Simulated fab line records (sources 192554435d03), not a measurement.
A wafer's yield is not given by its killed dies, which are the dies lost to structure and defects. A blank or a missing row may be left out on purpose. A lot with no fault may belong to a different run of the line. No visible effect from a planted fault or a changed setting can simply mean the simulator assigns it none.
Matching of chambers ; flow n5Finfet ; N5_BEOL_M9_STRIP_19 on rieDiel-02: 4 sister chambers
The step strips in O2. 4 wafers are shown with their chamber, then 12 later ones without.

## EACH WAFER AND ITS CHAMBER
wafer;chamber;showerheadPlenumPTorr (Torr)
L083.6;3;2.06
L086.4;0;2.07
L087.3;2;2.17
L087.5;1;2.02

## WAFERS WITHOUT THEIR CHAMBER
wafer;showerheadPlenumPTorr (Torr)
L094.2;2.17
L094.3;2.07
L094.4;2.17
L095.1;2.06
L095.2;2.01
L095.3;2.16
L095.4;2.17
L095.5;2.01
L095.6;2.06
L097.1;2.01
L097.3;2.06
L097.5;2.16

## EACH ONE'S CHAMBER
wafer;from the rows above;in truth
L094.2;2;2
L094.3;can't be placed: 0 or 3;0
L094.4;2;2
L095.1;can't be placed: 3 or 0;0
L095.2;1;1
L095.3;2;2
L095.4;2;2
L095.5;1;1
L095.6;can't be placed: 3 or 0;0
L097.1;1;1
L097.3;can't be placed: 3 or 0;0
L097.5;2;2
Placed correctly: 8 of 12. Cannot be placed on the basis of these rows: 4; the candidates contain the true chamber in 4. Placed wrongly: 0.
How it was worked out, from the rows above alone: a wafer's distance from a chamber is the root of the sum, over the readings, of the square of ((its reading less the chamber's mean) divided by the reading's scatter). If the next closest chamber is less than 2 further off than the closest, the wafer can't be placed; otherwise it belongs to the closest. The mean given for a chamber averages the wafers shown for that chamber. The scatter (one wafer shown for each chamber): square how far every hidden wafer sits from the nearest shown wafer, average those squares and take the square root.
